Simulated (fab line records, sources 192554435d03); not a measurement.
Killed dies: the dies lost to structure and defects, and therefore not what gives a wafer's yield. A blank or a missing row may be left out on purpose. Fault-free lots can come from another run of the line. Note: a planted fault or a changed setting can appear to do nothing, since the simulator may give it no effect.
Split-lot experiment | flow n5_finfet | 21 wafers read across 7 lots, on a route 1938 steps long

== THE SPLIT ==
At N5_BEOL_M1_COAT_05 (resist thk 30 nm), the setting spin_rpm was moved away from the recipe's 1500 rpm on 6 of the 21 wafers read, by -10.8% to +11.0%. The other wafers ran this setting at the recipe's value.

== FROM THE SPLIT TO THE READING: what the file shows between them, 4 steps ==
- N5_BEOL_M1_EBR_07
- N5_BEOL_M1_SOFTBAKE_06: time 60 s
- N5_BEOL_M1_DESCUM_16: chemistry O2, time 7 s
- N5_BEOL_M1_ETCH_74: etches underlayer in N2/H2, target depth 6.5 nm, time 5.2 s

== THE READING ==
CAR-EUV_of_BEOL_M1_COAT_05.thk_nm (the simulator's own value, which no gauge read), in nm, at N5_BEOL_M1_ETCH_63 (etches SiARC in CF4, target depth 15.6 nm, time 26 s). The file does not state a usual value for it. Average 11.1 nm, standard deviation 0.1 nm, over the 15 wafers here run with the recipe.

wafer  | tool, chamber at the split | spin_rpm as run, rpm | against the recipe | CAR-EUV_of_BEOL_M1_COAT_05.thk_nm, nm | against lot-mates on the recipe
L078.1 | litho_track-01, 0          | 1397                 | -6.9%              | 12.2                                  | +1.0
L078.4 | litho_track-01, 0          | 1500                 | recipe             | 11.2                                  | -
L078.5 | litho_track-01, 0          | 1500                 | recipe             | 11.2                                  | -
L079.1 | litho_track-04, 0          | 1665                 | +11.0%             | 9.6                                   | -1.4
L079.6 | litho_track-04, 0          | 1665                 | +11.0%             | 9.6                                   | -1.4
L079.4 | litho_track-04, 0          | 1500                 | recipe             | 11                                    | -
L082.2 | litho_track-01, 0          | 1500                 | recipe             | 11                                    | -
L082.6 | litho_track-01, 0          | 1500                 | recipe             | 11                                    | -
L082.5 | litho_track-01, 0          | 1338                 | -10.8%             | 12.8                                  | +1.8
L084.3 | litho_track-04, 0          | 1500                 | recipe             | 11                                    | -
L084.5 | litho_track-04, 0          | 1500                 | recipe             | 11                                    | -
L084.4 | litho_track-04, 0          | 1500                 | recipe             | 11.2                                  | -
L088.3 | litho_track-01, 0          | 1351                 | -9.9%              | 12.8                                  | +1.6
L088.5 | litho_track-01, 0          | 1351                 | -9.9%              | 12.8                                  | +1.6
L088.6 | litho_track-01, 0          | 1500                 | recipe             | 11.2                                  | -
L089.2 | litho_track-01, 0          | 1500                 | recipe             | 11                                    | -
L089.5 | litho_track-01, 0          | 1500                 | recipe             | 11.2                                  | -
L089.6 | litho_track-01, 0          | 1500                 | recipe             | 11.2                                  | -
L090.1 | litho_track-01, 0          | 1500                 | recipe             | 11                                    | -
L090.3 | litho_track-01, 0          | 1500                 | recipe             | 11                                    | -
L090.4 | litho_track-01, 0          | 1500                 | recipe             | 11.2                                  | -

THE FIT
A straight line over all 21 wafers: CAR-EUV_of_BEOL_M1_COAT_05.thk_nm changes by -0.153 nm for each +1% of spin_rpm; r = -0.99; the points scatter about the line by 0.12 nm.
The same after taking each lot's own level away (the mean of its wafers on the recipe; 21 wafers): -0.146 nm for each +1%; r = -0.99; scatter 0.11 nm.
That fit puts the effect of the largest move of spin_rpm on the reading at 1.6 nm.
From 11.00 to 11.20 nm: that is the span of the lots' own levels, equal to 2.0 times the standard deviation above.
Hence the lot-to-lot level has little effect on the slope; both slopes agree.
Check: for one of the wafers moved furthest among these (+11.0%), held out of the fit, the line's prediction against its lot-mates is -1.63 nm. It came out at -1.4 nm against them.

== THE WHOLE CHAIN: every reading that the file lists as answering this split, in the file's order ==
step               | what it does                                         | reading                                                                            | change (the file's fit)               | r (the file's)
N5_BEOL_M1_COAT_05 | resist thk 30 nm                                     | CAR-EUV_of_BEOL_M1_COAT_05.thk_nm (the simulator's own value, which no gauge read) | -0.159 nm for each +1% of the setting | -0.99
N5_BEOL_M1_ETCH_63 | etches SiARC in CF4, target depth 15.6 nm, time 26 s | CAR-EUV_of_BEOL_M1_COAT_05.thk_nm (the simulator's own value, which no gauge read) | -0.15 nm for each +1% of the setting  | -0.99

== THE FILE'S OWN FIT ==
CAR-EUV_of_BEOL_M1_COAT_05.thk_nm changes by -0.15 nm for each +1% of spin_rpm, r = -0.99.
